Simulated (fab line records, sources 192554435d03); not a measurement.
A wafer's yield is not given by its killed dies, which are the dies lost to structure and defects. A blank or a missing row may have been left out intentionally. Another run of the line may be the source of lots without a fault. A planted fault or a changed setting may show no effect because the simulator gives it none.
Chamber matching :: flow n5Finfet :: N5_HKMG_FIN_CMP_23 on cmp-03 has 4 sister chambers
The step polishes, stops on SiNx, t overpolish 10 s, target thk 46.326 nm. 4 wafers are shown with their chamber, then 7 later ones without.

WAFERS WITH THEIR CHAMBER
wafer: L085.2
chamber: 3
motorCurrentA (A): 14.2

wafer: L087.5
chamber: 1
motorCurrentA (A): 14.1

wafer: L088.1
chamber: 2
motorCurrentA (A): 13.7

wafer: L088.4
chamber: 0
motorCurrentA (A): 11.5

WAFERS WHOSE CHAMBER IS MISSING
wafer: L088.5
motorCurrentA (A): 12.0

wafer: L094.1
motorCurrentA (A): 13.8

wafer: L094.2
motorCurrentA (A): 13.5

wafer: L094.4
motorCurrentA (A): 12.4

wafer: L095.1
motorCurrentA (A): 13.5

wafer: L095.3
motorCurrentA (A): 11.6

wafer: L095.6
motorCurrentA (A): 14.3

WHICH CHAMBER EACH WENT THROUGH
wafer: L088.5
from the rows above: 0
in truth: 0

wafer: L094.1
from the rows above: can't be placed: 2 or 1 or 3
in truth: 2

wafer: L094.2
from the rows above: can't be placed: 2 or 1 or 3
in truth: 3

wafer: L094.4
from the rows above: can't be placed: 0 or 2 or 1
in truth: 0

wafer: L095.1
from the rows above: can't be placed: 2 or 1 or 3
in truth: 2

wafer: L095.3
from the rows above: 0
in truth: 0

wafer: L095.6
from the rows above: can't be placed: 3 or 1 or 2
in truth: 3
Correctly placed: 2 of 7. Can't be placed from these rows: 5 (the true chamber is among the candidates in 5). Wrongly placed: 0.
How it was worked out, from the rows above alone: a wafer's distance from a chamber is the root of the sum, over the readings, of the square of ((its reading less the chamber's mean) divided by the reading's scatter). If the next closest chamber is less than 2 further off than the closest, the wafer can't be placed; otherwise it belongs to the closest. A chamber's mean is the mean of its shown wafers. The scatter: with one shown wafer a chamber, the root of the mean of the squares of how far each hidden wafer lies from its nearest shown one.
